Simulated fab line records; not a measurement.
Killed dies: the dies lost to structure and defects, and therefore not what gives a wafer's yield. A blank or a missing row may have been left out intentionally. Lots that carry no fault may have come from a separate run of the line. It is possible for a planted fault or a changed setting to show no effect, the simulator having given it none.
Which tool did it? ; flow nand_harc ; 17 wafers sampled from 6 lots at 1 step of a route of 1302

== WHAT THE GAUGES READ, wafer by wafer ==
NHARC_A_CONTACT_INSPECT_71.
lot;measured;on;raw_defect_count
L298;day 22 12:14;defect_inspect-01;79 66 71
L299;day 23 05:56;defect_inspect-01;106 112 112
L302;day 24 23:11;defect_inspect-02;100 114 106
L305;day 26 00:57;defect_inspect-02;17 14
L315;day 30 00:19;defect_inspect-02;134 120 110
L319;day 32 05:41;defect_inspect-01;58 65 56

== WHAT TOOL EACH LOT RAN ON (gives the tool, then ch and the chambers of the sampled wafers, and finally the start) ==
No process step before these readings appears in the record.

== THE ANSWER, worked out from the rows above alone ==
Rule: the lots themselves supply what counts as usual. The widest of any qualifying gaps counts: lots, ordered by their means at a reading, are off when they make up no more than a third of the lots, leave a main group of 4 or more, and stand apart from it by 3 or more times the standard deviation of that group's means. If all means in a main group match to the digits the tables above print for the reading, that group is not used. Also off: a lot with no number at a reading for which 4 or more lots have one. All remaining lots with rows at the step are treated as sound.
Nothing can be told from this: no lot is off at any reading shown.

== WHAT THE SIMULATOR HAD INSERTED ==
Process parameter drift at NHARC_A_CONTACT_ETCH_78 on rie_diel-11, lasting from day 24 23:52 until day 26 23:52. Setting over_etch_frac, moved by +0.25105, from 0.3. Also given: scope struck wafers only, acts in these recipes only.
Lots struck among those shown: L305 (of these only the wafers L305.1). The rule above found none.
